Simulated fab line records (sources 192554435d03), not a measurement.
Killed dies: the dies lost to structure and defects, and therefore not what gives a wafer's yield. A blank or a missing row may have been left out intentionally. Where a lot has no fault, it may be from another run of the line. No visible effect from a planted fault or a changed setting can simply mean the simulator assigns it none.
Struck lot and sound lot, side by side	flow n5_finfet	38 out of 1938 route steps
Sound: the wafers L409.2, L409.4, L409.6. Struck: wafer L424.1 (left out: L424.5, a lot-mate that was not struck); the cause follows at the end.
For every step that has rows: the tool of each side, followed by ch and its chambers, followed by its first start. Under that, the readings that differ: sound wafers	struck wafers	difference of the means	sigmas: that difference in standard deviations of wafers without a fault.
alike: readings with means less than 2 such deviations apart, plus words and numbers identical on both sides. not compared: withheld readings, readings lacking a value on some wafer, bounds such as >300 that could conceal the same value, and numbers that have no deviation in the record and whose values overlap.
The two part at a step that has a row with sigmas, a row that says differs or no value, or rows on one side only. Non-overlapping numbers with no deviation appear without sigmas and do not part them. A reading that every wafer of one side lacks parts them only if that side has two wafers or more.

first, 9 steps without rows for these wafers: N5_BEOL_M1_COAT_05 (resist thk 30 nm); N5_BEOL_M1_EBR_07; N5_BEOL_M1_SOFTBAKE_06 (time 60 s); N5_BEOL_M1_EXPOSE_08 (exposes mask M1); N5_BEOL_M1_PEB_09 (peb time 60 s); N5_BEOL_M1_DEVELOP_10 (develop time 30 s); N5_BEOL_M1_DESCUM_16 (chemistry O2, time 7 s); N5_BEOL_M1_ETCH_74 (etches underlayer in N2/H2, target depth 6.5 nm, time 5.2 s); N5_BEOL_M1_ETCH_63 (etches SiARC in CF4, target depth 15.6 nm, time 26 s).
N5_BEOL_M1_ETCH_64: etches SOC in N2/H2, target depth 75 nm, overetch 15 nm, time 112.5 s.
  sound on rie_diel-01 ch 0,1, day 7 06:55; struck on rie_diel-01 ch 2, day 11 14:50
reading	sound	struck	difference	sigmas
rf_vpp_V (V)	526.6 527.4 527.9	521.5	-5.8	-3
model.SiARC_of_BEOL_M1_COAT_62.thk_nm (nm)	6.6 6.6 6.6	4.4	-2.2	
model.BEOL_M1.cd_offset_nm (nm)	0.2 0.4 0.2	1.2	+0.9	
  alike: chamber_pressure_mTorr, drypump_motor_current_A, oes_product_au, showerhead_plenum_p_Torr, throttle_valve_pct
  not compared: rf_hours_counter_h
then, 3 steps without rows for these wafers: N5_BEOL_M1_STRIP_65 (strips in N2/H2); N5_BEOL_M1_STRIP_75 (strips in N2/H2); N5_BEOL_M1_STRIP_66 (strips in CF4).
N5_BEOL_M1_HM_OPEN_17: chemistry Cl2/BCl3, target TiN, target depth 20 nm, overetch 6 nm.
  sound on rie_metal-02 ch 1, day 7 07:05; struck on rie_metal-03 ch 0, day 11 14:59
reading	sound	struck	difference	sigmas
model.BEOL_M1.cd_offset_nm (nm)	0.2 0.6 0.2	1.2	+0.9	
  alike: chamber_pressure_mTorr, drypump_motor_current_A, oes_product_au, throttle_valve_pct
  not compared: rf_hours_counter_h
then, 1 step without rows for these wafers: N5_BEOL_M1_STRIP_19 (strips in O2).
N5_BEOL_M1_CD_MEAS_18: pitch 36 nm, target cd 18 nm.
  sound on cd_sem-01, day 7 07:16; struck on cd_sem-01, day 11 15:17
reading	sound	struck	difference	sigmas
cd_nm (nm)	18.3 18.3 18.4	19.3	+1.0	+3
then, 20 steps without rows for these wafers: N5_BEOL_M1_COAT_67 (time 60 s, resist thk 60 nm); N5_BEOL_M1_COAT_68 (time 60 s, resist thk 12 nm); N5_BEOL_M1_COAT_76 (time 60 s, resist thk 5 nm); N5_BEOL_M1_COAT_22 (resist thk 30 nm); N5_BEOL_M1_EBR_24; N5_BEOL_M1_SOFTBAKE_23 (time 60 s); N5_BEOL_M1_EXPOSE_25 (exposes mask V0, defocus 5 nm, target cd 24 nm); N5_BEOL_M1_PEB_26 (peb time 60 s); N5_BEOL_M1_DEVELOP_27 (develop time 30 s); N5_BEOL_M1_DESCUM_33 (chemistry O2, time 7 s); N5_BEOL_M1_ETCH_77 (etches underlayer in N2/H2, target depth 6.5 nm, time 5.2 s); N5_BEOL_M1_ETCH_69 (etches SiARC in CF4, target depth 15.6 nm, time 26 s); N5_BEOL_M1_ALD_98 (deposits SiO2, target thk 2.5 nm, pulse time 1 s, co reactant pulse time 1 s); N5_BEOL_M1_ETCHBACK_99 (etches SiO2 in CHF3, target depth 5 nm, time 10.4 s); N5_BEOL_M1_ETCH_70 (etches SOC in N2/H2, target depth 80 nm, overetch 16 nm, time 120 s); N5_BEOL_M1_STRIP_71 (strips in N2/H2); N5_BEOL_M1_STRIP_78 (strips in N2/H2); N5_BEOL_M1_VIA_ETCH_34 (etches the open film in C4F6/O2, target depth 67.8 nm, time 64.4 s); N5_BEOL_M1_STRIP_83 (strips in C4F6/O2); N5_BEOL_M1_STRIP_36 (strips in N2/H2).
N5_BEOL_M1_CD_MEAS_35: target cd 18 nm, target cd y 21 nm.
  sound on cd_sem-03, day 7 08:52; struck on cd_sem-03, day 11 19:32
reading	sound	struck	difference	sigmas
cd_nm (nm)	18.0 18.8 18.2	19.1	+0.8	+2
-- record jumps: 3 days separate the struck wafers' starts on either side; left off in module BEOL_M1, taken up again in module BEOL_M4, whose first shown step is the route's number 1111 --
N5_BEOL_M4_RC_MEAS_101:
  sound on prober-02 ch 0, day 8 18:12; struck on prober-01 ch 0, day 14 08:52
  alike: DIBL_N, DIBL_P, IOFF_N, IOFF_P, ION_N, ION_P, SS_N, SS_P, VT_N, VT_P

## WHERE THEY PART
At N5_BEOL_M1_ETCH_64 first; at N5_BEOL_M1_CD_MEAS_35 last (within this record only). Later steps at which nothing parts them and some readings are alike: N5_BEOL_M4_RC_MEAS_101.

WHY: what had been put in by the simulator
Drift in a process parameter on rie_diel-01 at N5_BEOL_M1_ETCH_64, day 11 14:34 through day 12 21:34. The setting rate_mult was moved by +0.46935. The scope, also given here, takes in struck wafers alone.
